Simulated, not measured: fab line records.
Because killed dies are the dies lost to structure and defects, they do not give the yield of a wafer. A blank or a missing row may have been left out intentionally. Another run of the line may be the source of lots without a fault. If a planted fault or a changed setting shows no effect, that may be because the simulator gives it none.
A struck lot beside a sound one / flow nand_harc / 14 steps out of a route of 1302
Sound: these wafers, L110.1, L110.5, L110.6. Wafers struck: L114.2, L114.6. The cause comes at the end.
Order at every step that has rows: each side's tool, ch and its chambers, its first start. Under that, the readings that differ: sound wafers / struck wafers / difference of the means / sigmas: that difference in standard deviations of wafers without a fault.
alike: a reading whose means differ by less than 2 such deviations, as well as words and numbers matching on both sides. not compared: withheld readings; readings where some wafer has no value; bounds like >300 that might hide an equal value; numbers whose values overlap and for which the record gives no deviation.
Wherever a step has rows on one side only, a row that says differs or no value, or a row with sigmas, the two part there. Numbers that have no deviation but don't overlap get no sigmas and don't part them. Lack of a reading on every wafer of one side parts them only where that side has two or more wafers.

NHARC_A_CONTACT_ETCH_137: etches the open film in C4F8/O2/Ar, time 311 s, target depth 1912 nm.
  sound on har_cap_etch-02 ch 0,1, day 23 01:55; struck on har_cap_etch-02 ch 0,1, day 25 07:41
  not compared: rf_hours_counter_h
NHARC_A_CONTACT_ETCH_138: etches the open film in C4F8/O2/Ar, time 311 s, target depth 1914 nm.
  sound on har_cap_etch-02 ch 0,1, day 23 02:11; struck on har_cap_etch-02 ch 0,1, day 25 07:58
  not compared: rf_hours_counter_h
NHARC_A_CONTACT_ETCH_139: etches the open film in C4F8/O2/Ar, time 195 s, target depth 840 nm.
  sound on har_cap_etch-02 ch 0,1, day 23 02:28; struck on har_cap_etch-02 ch 0,1, day 25 08:14
  not compared: rf_hours_counter_h
then, 1 step without rows for these wafers: NHARC_A_CONTACT_ETCH_92 (etches the open film in CH3F/O2, target depth 40 nm, time 85.7 s).
NHARC_A_CONTACT_ETCH_98: etches the open film in C4F6/O2, target depth 20 nm, time 10 s.
  sound on rie_diel-04 ch 0,1; struck on rie_diel-04 ch 0,1, day 25 08:57
reading=rf_vpp_V (V); sound=540 539 551; struck=552 554; difference=+10; sigmas=+2
  alike: drypump_motor_current_A, oes_product_au, showerhead_plenum_p_Torr, throttle_valve_pct
  not compared: rf_hours_counter_h
NHARC_A_CONTACT_CD_MEAS_15:
  struck on cd_sem-02, day 25 09:02; sound on cd_sem-03, day 23 03:14
  alike: cd_nm
then, 4 steps without rows for these wafers: NHARC_A_CONTACT_STRIP_107 (strips in N2/H2); NHARC_A_CONTACT_STRIP_108 (strips in CF4/CHF3); NHARC_A_CONTACT_STRIP_109 (strips in O2/COS); NHARC_A_CONTACT_ETCH_110 (etches the open film in CF4/O2, target depth 60 nm, overetch 6 nm, time 33 s).
NHARC_A_CONTACT_STRIP_26: strips in O2.
  sound on rie_diel-09 ch 1,2; struck on rie_diel-09 ch 0,1
  alike: drypump_motor_current_A, oes_product_au, rf_vpp_V, showerhead_plenum_p_Torr, throttle_valve_pct
  not compared: rf_hours_counter_h
then, 1 step without rows for these wafers: NHARC_A_CONTACT_STRIP_27 (strips in post etch residue remover, time 600 s).
NHARC_A_CONTACT_ALD_18: deposits TiN, target thk 3 nm, pulse time 1 s, ald cycles 150.
  sound on ald_metal-04 ch 0,1,2, day 23 04:13; struck on ald_metal-04 ch 1,2, day 25 10:02
reading=ald_cycles; sound=150 150 150; struck=186 186; difference=+36; sigmas=
  alike: heater_power_w, precursor_pulse_height_rel
then, 1 step without rows for these wafers: NHARC_A_CONTACT_CVD_19 (deposits W, target thk 300 nm, time 802 s).

## WHERE THEY PART
Only at NHARC_A_CONTACT_ETCH_98, within this record. Later steps at which nothing parts them and some readings are alike: NHARC_A_CONTACT_CD_MEAS_15, NHARC_A_CONTACT_STRIP_26, NHARC_A_CONTACT_ALD_18.

WHY: what the simulator had put in
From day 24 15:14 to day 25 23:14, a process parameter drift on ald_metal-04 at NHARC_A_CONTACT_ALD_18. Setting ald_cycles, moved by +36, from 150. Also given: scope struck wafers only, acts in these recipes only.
